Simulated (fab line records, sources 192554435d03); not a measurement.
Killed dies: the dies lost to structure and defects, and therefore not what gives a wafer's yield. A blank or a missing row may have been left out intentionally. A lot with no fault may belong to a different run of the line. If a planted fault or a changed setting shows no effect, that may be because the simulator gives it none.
Chamber matching :: flow n5Finfet :: N5_BEOL_M10_ALD_74 on aldMetal-03 has 4 sister chambers
The step deposits TaN, target thk 2 nm, pulse time 2 s, purge time 3 s. 8 wafers are shown with their chamber, then 10 later ones without.

WAFERS PAIRED WITH THEIR CHAMBERS
wafer: L076.1
chamber: 3
heaterPowerW (W): 327
precursorVesselTempC (C): 74.93

wafer: L081.3
chamber: 2
heaterPowerW (W): 485
precursorVesselTempC (C): 75.20

wafer: L080.4
chamber: 3
heaterPowerW (W): 331
precursorVesselTempC (C): 74.87

wafer: L086.2
chamber: 2
heaterPowerW (W): 478
precursorVesselTempC (C): 75.03

wafer: L086.3
chamber: 0
heaterPowerW (W): 407
precursorVesselTempC (C): 74.97

wafer: L086.6
chamber: 1
heaterPowerW (W): 475
precursorVesselTempC (C): 75.13

wafer: L085.2
chamber: 0
heaterPowerW (W): 420
precursorVesselTempC (C): 74.78

wafer: L085.3
chamber: 1
heaterPowerW (W): 477
precursorVesselTempC (C): 74.87

WAFERS WHOSE CHAMBER IS MISSING
wafer: L085.5
heaterPowerW (W): 492
precursorVesselTempC (C): 74.86

wafer: L089.1
heaterPowerW (W): 415
precursorVesselTempC (C): 75.04

wafer: L089.3
heaterPowerW (W): 494
precursorVesselTempC (C): 74.98

wafer: L089.5
heaterPowerW (W): 470
precursorVesselTempC (C): 74.84

wafer: L087.3
heaterPowerW (W): 471
precursorVesselTempC (C): 74.97

wafer: L087.4
heaterPowerW (W): 478
precursorVesselTempC (C): 74.83

wafer: L087.5
heaterPowerW (W): 460
precursorVesselTempC (C): 75.08

wafer: L096.1
heaterPowerW (W): 475
precursorVesselTempC (C): 74.82

wafer: L096.3
heaterPowerW (W): 418
precursorVesselTempC (C): 74.83

wafer: L096.5
heaterPowerW (W): 329
precursorVesselTempC (C): 74.86

EACH ONE'S CHAMBER
wafer: L085.5
from the rows above: can't be placed: 2 or 1
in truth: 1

wafer: L089.1
from the rows above: 0
in truth: 0

wafer: L089.3
from the rows above: can't be placed: 2 or 1
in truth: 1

wafer: L089.5
from the rows above: can't be placed: 1 or 2
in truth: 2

wafer: L087.3
from the rows above: can't be placed: 1 or 2
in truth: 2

wafer: L087.4
from the rows above: can't be placed: 1 or 2
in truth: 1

wafer: L087.5
from the rows above: can't be placed: 1 or 2
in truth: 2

wafer: L096.1
from the rows above: can't be placed: 1 or 2
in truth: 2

wafer: L096.3
from the rows above: 0
in truth: 0

wafer: L096.5
from the rows above: 3
in truth: 3
3 of 10 placed correctly. Can't be placed from these rows: 7 (the true chamber is among the candidates in 7). Placed wrongly: 0.
How it was worked out, from the rows above alone: a wafer's distance from a chamber is the root of the sum, over the readings, of the square of ((its reading less the chamber's mean) divided by the reading's scatter). The wafer belongs to the nearest chamber; if the next one is less than 2 further off, it can't be placed. Each chamber's mean is taken over the wafers shown for it. The scatter: the root of (the sum of the squares of (reading less its chamber's mean) over the shown wafers, divided by (wafers less chambers)).
